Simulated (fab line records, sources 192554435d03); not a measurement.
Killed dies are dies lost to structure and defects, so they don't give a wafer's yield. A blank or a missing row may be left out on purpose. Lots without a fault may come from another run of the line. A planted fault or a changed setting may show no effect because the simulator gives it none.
Chamber matching | flow n5_finfet | N5_SD_EPI_P_DESCUM_14 on rie_diel-02: 4 sister chambers
The step chemistry O2, time 7.9 s. 14 wafers are shown with their chamber, then 7 later ones without.

WAFERS WITH THEIR CHAMBER
wafer  | chamber | showerhead_plenum_p_Torr (Torr) | throttle_valve_pct (%) | drypump_motor_current_A (A)
L075.3 | 3       | 2.25                            | 20.71                  | 5.7
L075.4 | 1       | 2.12                            | 20.70                  | 6.0
L075.6 | 3       | 2.25                            | 20.72                  | 5.7
L079.2 | 1       | 2.12                            | 20.72                  | 5.9
L079.3 | 3       | 2.25                            | 20.72                  | 5.7
L079.6 | 1       | 2.12                            | 20.71                  | 5.9
L086.1 | 0       | 2.08                            | 20.81                  | 4.8
L086.3 | 0       | 2.08                            | 20.80                  | 4.8
L086.4 | 1       | 2.11                            | 20.74                  | 6.0
L089.2 | 2       | 2.07                            | 20.12                  | 5.8
L089.3 | 3       | 2.24                            | 20.75                  | 5.7
L089.5 | 2       | 2.07                            | 20.14                  | 5.8
L093.3 | 0       | 2.08                            | 20.84                  | 4.7
L093.4 | 2       | 2.06                            | 20.12                  | 5.8

SIGNATURES (means of the wafers above)
reading                  | chamber 0 | chamber 1 | chamber 2 | chamber 3 | scatter within a chamber
showerhead_plenum_p_Torr | 2.0800    | 2.1175    | 2.0667    | 2.2475    | 0.00465
throttle_valve_pct       | 20.8167   | 20.7175   | 20.1267   | 20.7250   | 0.0171
drypump_motor_current_A  | 4.767     | 5.950     | 5.800     | 5.700     | 0.0408
Rule: a wafer's distance from a chamber is the root of the sum, over the readings, of the square of ((its reading less the chamber's mean) divided by the reading's scatter). The wafer belongs to the nearest chamber; if the next one is less than 2 further off, it can't be placed. The scatter: the root of (the sum of the squares of (reading less its chamber's mean) over the shown wafers, divided by (wafers less chambers)).

WAFERS WITHOUT THEIR CHAMBER
wafer  | showerhead_plenum_p_Torr (Torr) | throttle_valve_pct (%) | drypump_motor_current_A (A)
L093.6 | 2.11                            | 20.76                  | 6.0
L095.1 | 2.24                            | 20.74                  | 5.7
L095.4 | 2.08                            | 20.83                  | 4.8
L095.6 | 2.08                            | 20.82                  | 4.7
L097.1 | 2.24                            | 20.77                  | 5.7
L097.3 | 2.10                            | 20.76                  | 6.0
L097.6 | 2.24                            | 20.77                  | 5.7

WHICH CHAMBER EACH WENT THROUGH
wafer  | from the rows above | in truth
L093.6 | 1                   | 1
L095.1 | 3                   | 3
L095.4 | 0                   | 0
L095.6 | 0                   | 0
L097.1 | 3                   | 3
L097.3 | 1                   | 1
L097.6 | 3                   | 3
Placed correctly: 7 of 7. Can't be placed from these rows: 0. Placed wrongly: 0.
